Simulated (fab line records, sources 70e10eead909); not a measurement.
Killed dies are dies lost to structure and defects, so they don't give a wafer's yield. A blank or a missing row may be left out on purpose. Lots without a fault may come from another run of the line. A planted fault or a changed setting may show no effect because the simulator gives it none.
fab line records | flow nand_harc
record lots=12 wafers=36 last_day=34
route steps=1302 shown A_CONTACT@1085 END@1302
lots that met no fault: from a run of the same line without faults
start_h: hours from the record's first day to the start of the lot's first wafer shown | wait_h: hours since the lot's step before | " the same as in the row above | L1.1+2: a row that stands for several wafers | - no value, or no start given | * or withheld: withheld | < > ~ a bound
route shown NAME@n: a module of which the file shows steps, and the number in the route of the first | usual: mean/standard deviation of fault-free wafers | same: alike in all rows | chamber/n: place in a boat | sites: the reading at each site | _std_site: their standard deviation | _edge_site: outer sites' mean less inner sites' | radius_mm: how far each site lies from the wafer's centre | mask NAME#n: copy n | behind: the tool/chamber that last shaped the wafer | hold: why the lot was held/for how many hours/how that ended | device: the transistor (n, p or np) that didn't switch | end of line: the same wafers' tests at the end of the route | a step without rows: its recipe alone | killed: dies lost to structure and defects at the first sort, not the wafer's yield | map: a wafer's dies, x killed, . not, _ none there
set.NAME: the setting as run; set.NAME@STEP: as run at that earlier step | model.NAME: the simulator's own value behind a step, which no gauge read
steps of the route over a sample of lots; a table a step, a row a wafer
services: from which hour (start_h, from the record's first day; less than 0 if before it) a tool's chamber was out of use, for how many hours, and why
## steps
# step NHARC_A_CONTACT_ETCH_31
# recipe target_depth_a=28000 over_etch_frac=0.3 time_s=728 ion_energy_ev=150 o2_flow_sccm=400 cos_flow_sccm=20 ar_flow_sccm=0 rf_w=500 bias_w=300 chemistry=O2/COS
# usual drypump_motor_current_A=5.8/0.35 oes_product_au=1.002/0.0084 rf_vpp_V=313.9/2.2 showerhead_plenum_p_Torr=3.11/0.14 throttle_valve_pct=28.330/0.009
# same time_s=728
# columns lot.wafer tool chamber start_h wait_h drypump_motor_current_A oes_product_au rf_hours_counter_h rf_vpp_V showerhead_plenum_p_Torr throttle_valve_pct
L418.3 rie_diel-06 2 - - 5.3 1.019 17 310.9 2.97 28.313
L418.5 " 2 " " 5.3 1.010 - 311.7 2.97 28.328
L418.6 " 3 " " 5.4 1.024 - 313.0 2.98 28.320
L419.2 rie_diel-06 0 - - 6.5 1.011 15 315.4 3.19 28.320
L419.4 " 1 " " 5.9 0.996 18 317.8 3.36 28.336
L419.3 " 2 " " 5.3 1.000 19 311.7 2.97 28.346
L428.3 rie_diel-04 3 - - 5.8 1.016 12 316.3 3.20 28.333
L428.2 " 0 " " 5.8 0.998 13 311.5 3.01 28.333
L428.4 " 0 " " 5.8 1.001 - 310.9 3.01 28.314
L430.4 rie_diel-06 1 - - 5.9 1.007 1 317.6 3.34 28.322
L430.3 " 0 " " 6.5 1.008 1 314.9 3.18 28.345
L430.6 " 2 " " 5.3 0.994 - 310.7 2.95 28.319
L433.3 rie_diel-04 0 - - 5.8 1.001 23 313.1 3.01 28.334
L433.2 " 2 " " 6.2 1.015 17 311.1 2.94 28.328
L433.5 " 0 " " 5.8 1.006 - 312.6 3.01 28.339
L434.4 rie_diel-06 0 - - 6.5 1.009 1 315.0 3.18 28.338
L434.3 " 1 " " 6.0 1.005 2 316.5 3.34 28.328
L434.6 " 2 " " 5.3 0.997 - 312.1 2.95 28.332
L431.3 rie_diel-13 3 - - 6.3 1.021 41 314.7 3.19 28.322
L431.4 " 0 " " 5.4 1.001 50 316.0 3.31 28.334
L431.6 " 3 " " 6.3 1.006 - 315.7 3.19 28.326
L436.4 rie_diel-04 3 - - 5.8 1.003 24 315.7 3.19 28.342
L436.6 " 0 " " 5.8 1.003 - 311.0 3.00 28.325
L436.5 " 1 " " 5.7 0.997 - 314.0 3.15 28.339
L440.1 rie_diel-04 2 - - 6.2 1.008 4 312.5 2.93 28.337
L440.2 " 0 " " 5.8 1.000 3 312.4 3.00 28.326
L440.5 " 3 " " 5.8 1.004 - 314.4 3.19 28.338
L438.2 rie_diel-04 1 - - 5.7 0.997 4 315.2 3.15 28.329
L438.6 " 0 " " 5.9 0.997 - 312.4 3.00 28.328
L438.5 " 1 " " 5.7 0.998 - 313.3 3.15 28.328
L437.2 rie_diel-13 1 - - 5.7 0.993 11 312.1 2.97 28.334
L437.1 " 3 " " 6.3 0.992 14 313.9 3.18 28.325
L437.4 " 0 " " 5.4 0.993 12 315.7 3.30 28.329
L439.3 rie_diel-04 2 - - 6.2 1.007 5 311.0 2.93 28.331
L439.2 " 3 " " 5.8 1.005 5 315.8 3.19 28.325
L439.5 " 2 " " 6.2 1.009 - 311.1 2.93 28.322
# step NHARC_A_CONTACT_ETCH_136
# recipe source_w=withheld pressure_mtorr=20 bias_v=1200 time_s=311 target_depth_a=19120 ar_flow_sccm=withheld c4f8_flow_sccm=withheld o2_flow_sccm=withheld chemistry=C4F8/O2/Ar
# same time_s=311
# columns lot.wafer tool chamber start_h wait_h rf_hours_counter_h
L418.3 har_cap_etch-03 1 537.96 0.2 -
L418.5 " 1 " " -
L418.6 " 0 " " -
L419.2 har_cap_etch-03 1 542.19 0.2 49
L419.4 " 0 " " -
L419.3 " 1 " " -
L428.2 har_cap_etch-02 1 633.67 0.2 103
L428.4 " 0 " " -
L428.3 " 1 " " -
L430.4 har_cap_etch-03 0 676.81 0.2 -
L430.3 " 1 " " -
L430.6 " 1 " " -
L433.2 har_cap_etch-01 1 679.26 0.2 30
L433.3 " 1 " " -
L433.5 " 1 " " -
L434.3 har_cap_etch-03 1 679.43 0.2 -
L434.4 " 0 " " -
L434.6 " 0 " " -
L431.3 har_cap_etch-02 1 680.90 0.2 -
L431.4 " 0 " " -
L431.6 " 0 " " -
L436.4 har_cap_etch-02 1 701.37 0.2 -
L436.6 " 1 " " -
L436.5 " 0 " " -
L440.1 har_cap_etch-03 1 748.66 0.2 83
L440.2 " 0 " " 83
L440.5 " 1 " " -
L438.2 har_cap_etch-01 1 750.42 0.2 39
L438.6 " 0 " " -
L438.5 " 1 " " -
L437.2 har_cap_etch-03 0 753.44 0.2 85
L437.1 " 1 " " 85
L437.4 " 1 " " -
L439.2 har_cap_etch-01 1 756.77 0.2 40
L439.3 " 1 " " -
L439.5 " 0 " " -
# step NHARC_A_CONTACT_CVD_19
# recipe target_thk_a=3000 temp_c=300 pressure_torr=40 wf6_flow_sccm=40 h2_flow_sccm=1600 ar_flow_sccm=1560 time_s=802 material=W
# usual chamber_pressure_Torr=40.00/0.092 heater_power_outer_w=272/14 heater_power_w=470/36 throttle_valve_pct=8.1/0.38 time_s=802/0
# columns lot.wafer tool chamber start_h wait_h chamber_pressure_Torr heater_power_outer_w heater_power_w throttle_valve_pct time_s
L418.3 cvd_w-01 1 541.16 - 39.96 269 459 8.2 802
L418.6 " 0 " " 40.04 286 522 8.3 802
L418.5 " 1 " " 40.01 270 459 8.2 802
L419.2 cvd_w-02 1 545.56 - 40.05 246 422 8.3 802
L419.4 " 0 " " 40.10 281 493 7.7 802
L419.3 " 1 " " 40.10 254 432 8.6 802
L428.2 cvd_w-01 1 636.44 - - - - - -
L428.4 " 1 " " - - - - -
L428.3 " 0 " " - - - - -
L430.4 cvd_w-01 0 679.77 - - - - - -
L430.3 " 1 " " - - - - -
L430.6 " 0 " " - - - - -
L433.2 cvd_w-02 0 682.25 - 40.03 290 514 7.7 802
L433.3 " 1 " " 40.05 262 437 8.4 802
L433.5 " 1 " " 40.11 257 434 8.5 802
L434.4 cvd_w-01 0 682.33 - 40.04 268 482 8.5 802
L434.3 " 1 " " 40.00 272 453 8.2 802
L434.6 " 1 " " 40.10 266 457 8.4 802
L431.3 cvd_w-02 0 683.82 - 40.13 298 499 7.6 802
L431.4 " 1 " " 39.95 257 433 8.2 802
L431.6 " 0 " " 39.98 283 526 7.7 802
L436.4 cvd_w-02 0 705.02 - 39.80 293 506 7.7 802
L436.5 " 0 " " 39.76 292 507 7.6 802
L436.6 " 1 " " 40.05 266 426 8.7 802
L440.1 cvd_w-02 1 751.39 - 40.03 260 436 8.6 802
L440.2 " 0 " " 39.98 289 502 7.7 802
L440.5 " 1 " " 39.99 261 439 8.8 802
L438.2 cvd_w-01 0 753.33 - 39.89 300 527 8.0 802
L438.5 " 1 " " 39.89 269 450 8.3 802
L438.6 " 0 " " 40.14 295 515 8.1 802
L437.2 cvd_w-01 1 756.25 - 39.93 264 450 8.1 802
L437.1 " 0 " " 40.09 294 520 8.2 802
L437.4 " 0 " " 39.96 295 525 8.4 802
L439.2 cvd_w-02 0 759.50 - 40.16 298 527 7.6 802
L439.3 " 0 " " 40.08 297 536 7.9 802
L439.5 " 0 " " 39.99 291 514 7.8 802
# step NHARC_A_CONTACT_CMP_20
# recipe t_overpolish_s=30 target_thk_nm=300
# usual motor_current_A=12.4/1.1 overpolish_run_s=30.001/0.0086 time_to_endpoint_s=59.8/2.4
# columns lot.wafer tool chamber start_h wait_h motor_current_A overpolish_run_s time_to_endpoint_s
L418.3 cmp-02 0 541.68 0.4 12.3 30.014 58.1
L418.5 " 0 " " 12.8 29.991 60.3
L418.6 " 1 " " 10.9 29.998 61.0
L419.4 cmp-02 1 546.35 0.5 11.5 30.002 61.6
L419.2 " 2 " " 13.9 30.008 59.7
L419.3 " 3 " " 10.7 29.997 59.9
L428.3 cmp-03 3 637.36 0.4 13.6 30.005 0.0
L428.2 " 0 " " 13.3 29.992 0.0
L428.4 " 1 " " 11.2 30.003 0.0
L430.4 cmp-02 0 680.40 0.5 12.8 30.002 0.9
L430.3 " 3 " " 10.3 30.004 1.4
L430.6 " 1 " " 11.0 30.005 1.1
L434.3 cmp-04 0 682.97 0.4 13.5 29.986 60.8
L434.4 " 3 " " 11.7 30.006 58.1
L434.6 " 1 " " 11.8 30.001 58.0
L433.2 cmp-02 2 683.04 0.7 13.6 29.971 56.7
L433.3 " 3 " " 10.8 30.015 54.0
L433.5 " 1 " " 11.2 30.003 57.4
L431.3 cmp-03 2 684.45 0.5 13.6 30.011 58.7
L431.4 " 3 " " 13.3 30.010 57.6
L431.6 " 3 " " 14.3 29.997 57.9
L436.4 cmp-04 1 705.67 0.5 11.1 30.003 60.5
L436.5 " 1 " " 11.6 30.001 58.6
L436.6 " 2 " " 11.3 30.004 63.1
L440.1 cmp-02 2 752.31 0.8 13.9 29.997 56.8
L440.2 " 0 " " 12.4 30.015 55.7
L440.5 " 2 " " 14.0 29.983 58.6
L438.2 cmp-02 3 754.14 0.7 10.5 30.012 57.8
L438.6 " 1 " " 10.9 29.998 60.8
L438.5 " 2 " " 13.6 30.015 58.0
L437.4 cmp-02 1 757.12 0.4 11.5 30.011 61.3
L437.1 " 2 " " 13.2 30.003 63.3
L437.2 " 0 " " 12.4 30.000 61.3
L439.3 cmp-04 1 760.41 0.6 12.0 30.005 58.1
L439.2 " 2 " " 11.9 29.995 58.1
L439.5 " 0 " " 13.0 29.997 59.1
# step NHARC_A_CONTACT_INSPECT_23
# usual raw_defect_count=563/170
# columns lot.wafer tool chamber start_h wait_h raw_defect_count
L418.3 defect_inspect-01 - 542.09 0.1 1208
L418.5 " - " " 865
L418.6 " - " " 1053
L419.2 defect_inspect-01 - 546.72 0.1 432
L419.3 " - " " 427
L419.4 " - " " 450
L428.2 defect_inspect-02 - 637.76 0.1 675
L428.3 " - " " 877
L428.4 " - " " 918
L430.3 defect_inspect-01 - 680.81 0.1 667
L430.4 " - " " 687
L430.6 " - " " 671
L434.3 defect_inspect-01 - 683.38 0.1 547
L434.4 " - " " 690
L434.6 " - " " 892
L433.2 defect_inspect-02 - 683.42 0.1 416
L433.3 " - " " 425
L433.5 " - " " 502
L431.3 defect_inspect-01 - 684.86 0.1 331
L431.4 " - " " 334
L431.6 " - " " 440
L436.4 defect_inspect-02 - 706.08 0.1 564
L436.5 " - " " 458
L436.6 " - " " 501
L440.1 defect_inspect-01 - 752.69 0.1 403
L440.2 " - " " 380
L440.5 " - " " 357
L438.2 defect_inspect-01 - 754.50 0.1 490
L438.5 " - " " 437
L438.6 " - " " 393
L437.1 defect_inspect-01 - 757.52 0.1 586
L437.2 " - " " 587
L437.4 " - " " 469
L439.2 defect_inspect-01 - 760.76 0.1 383
L439.3 " - " " 442
L439.5 " - " " 736
# step NHARC_END_SORT_01
# recipe temp_c=25
# usual killed_at_array=58/20 killed_at_other=0.9/1.4 killed_at_periphery=4/3.1 killed_dies=63/20 killed_open=3.3/1.8 killed_short=2.4/1.5
# same gross_dies=677
# columns lot.wafer tool chamber start_h wait_h killed_at_array killed_at_other killed_at_periphery killed_dies killed_open killed_short
L428.2 prober-01 0 688.57 2.8 673 0 4 677 7 3
L428.3 prober-01 0 689.36 3.1 673 0 4 677 1 2
L428.4 prober-01 0 690.15 3.4 665 1 11 677 2 4
L430.3 prober-01 0 724.15 3.0 673 1 3 677 5 4
L430.4 prober-01 0 724.94 3.3 671 0 6 677 2 0
L430.6 prober-01 0 726.52 4.0 673 1 3 677 4 4
# killed by level:class
L428.2 A_CONTACT:area_cvd=608 A_CHANNEL_HOLE_D1:chamber_film_flake=30 A_SLIT:chamber_film_flake=14 A_CHANNEL_HOLE_D2:chamber_film_flake=5 A_CONTACT:chamber_film_flake=5 A_STAIRCASE:chamber_film_flake=3 A_WL_FILL:geometric_particle:short=2 A_M0:geometric_particle:open=2
L428.3 A_CONTACT:area_cvd=614 A_CHANNEL_HOLE_D1:chamber_film_flake=28 A_SLIT:chamber_film_flake=14 A_STAIRCASE:chamber_film_flake=7 A_CHANNEL_HOLE_D2:chamber_film_flake=5 P_BONDPAD:chamber_film_flake=2 A_CONTACT:chamber_film_flake=2 P_M1:geometric_particle:short=1
L428.4 A_CONTACT:area_cvd=587 A_CHANNEL_HOLE_D1:chamber_film_flake=34 A_SLIT:chamber_film_flake=20 A_CHANNEL_HOLE_D2:chamber_film_flake=11 P_BONDPAD:chamber_film_flake=4 A_CONTACT:chamber_film_flake=4 A_STAIRCASE:chamber_film_flake=3 P_ZERO_WELL:chamber_film_flake=2
L430.3 A_CONTACT:area_cvd=609 A_CHANNEL_HOLE_D1:chamber_film_flake=28 A_CHANNEL_HOLE_D2:chamber_film_flake=21 A_CONTACT:chamber_film_flake=3 A_STAIRCASE:chamber_film_flake=2 P_CONTACT:geometric_particle:open=1 A_SOURCE_PLATE:geometric_particle:open=1 A_ONON_D1:geometric_particle:short=1
L430.4 A_CONTACT:area_cvd=609 A_CHANNEL_HOLE_D1:chamber_film_flake=40 A_CHANNEL_HOLE_D2:chamber_film_flake=11 A_SLIT:chamber_film_flake=5 A_STAIRCASE:chamber_film_flake=5 P_ZERO_WELL:chamber_film_flake=3 P_BONDPAD:chamber_film_flake=2 P_CONTACT:geometric_particle:open=1
L430.6 A_CONTACT:area_cvd=599 A_CHANNEL_HOLE_D1:chamber_film_flake=26 A_CHANNEL_HOLE_D2:chamber_film_flake=25 A_STAIRCASE:chamber_film_flake=10 A_SLIT:chamber_film_flake=3 P_ZERO_WELL:chamber_film_flake=2 A_CONTACT:chamber_film_flake=2 P_CONTACT:geometric_particle:open=1
## services
# columns tool chamber start_h hours kind
har_cap_etch-01 - 515.96 1.0 repair
har_cap_etch-02 - 519.25 0.3 repair
cvd_w-02 0 520.66 10.7 repair
cmp-02 - 526.94 4.0 pm
rie_diel-04 - 532.65 9.0 pm
har_cap_etch-03 - 543.26 2.5 repair
cvd_w-01 - 547.00 13.0 pm
cvd_w-02 - 572.21 0.9 repair
cmp-02 - 574.13 0.9 repair
har_cap_etch-02 - 574.81 0.7 repair
cmp-02 - 595.68 1.2 repair
cmp-02 - 624.94 4.0 pm
rie_diel-04 2 628.00 28.6 repair
cvd_w-02 - 631.00 13.0 pm
rie_diel-04 3 639.10 1.6 repair
rie_diel-06 0 640.55 9.3 repair
rie_diel-06 - 663.29 9.0 pm
cvd_w-01 - 676.37 1.7 repair
cvd_w-01 - 695.34 2.8 repair
cvd_w-01 0 706.43 3.3 repair
rie_diel-04 - 709.65 9.0 pm
cmp-02 - 722.94 4.0 pm
rie_diel-06 1 723.40 11.9 repair
cvd_w-01 - 728.00 13.0 pm
## key
first_sign step=NHARC_A_CONTACT_CVD_19 reading=tool_record direction=missing
effect step=NHARC_A_CONTACT_CMP_20 reading=time_to_endpoint_s direction=down sigmas=24 usual=* struck=*
effect step=NHARC_END_SORT_01 reading=killed_at_array direction=up sigmas=31 usual=58 struck=671
more_kills_born_at NHARC_A_CONTACT_CVD_19@cvd_w-01=3626
met_at NHARC_A_CONTACT_CVD_19
struck_lots L428,L430
later_rows_left_out L428.2,L428.3,L428.4,L430.3,L430.4,L430.6
tester_left_out L428,L430
not_acting_at NHARC_A_CONTACT_ETCH_31,NHARC_A_CONTACT_ETCH_136,NHARC_A_CONTACT_INSPECT_23
onset_between 541.16 636.44
fault kind=skipped_step_whole tool=cvd_w-01 chamber=- onset_h=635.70 steps=NHARC_A_CONTACT_CVD_19 scope=struck_lots_only
# tester_left_out: of these lots the tester's yield and bins aren't shown, on N5 and GAA mostly nor the transistor test; their killed dies are dies lost to structure and defects alone, not to doping, threshold or leakage, so they don't give the yield
# later_rows_left_out: the simulator's readings of these wafers behind a module that went badly wrong aren't trusted and aren't shown, but for the sort
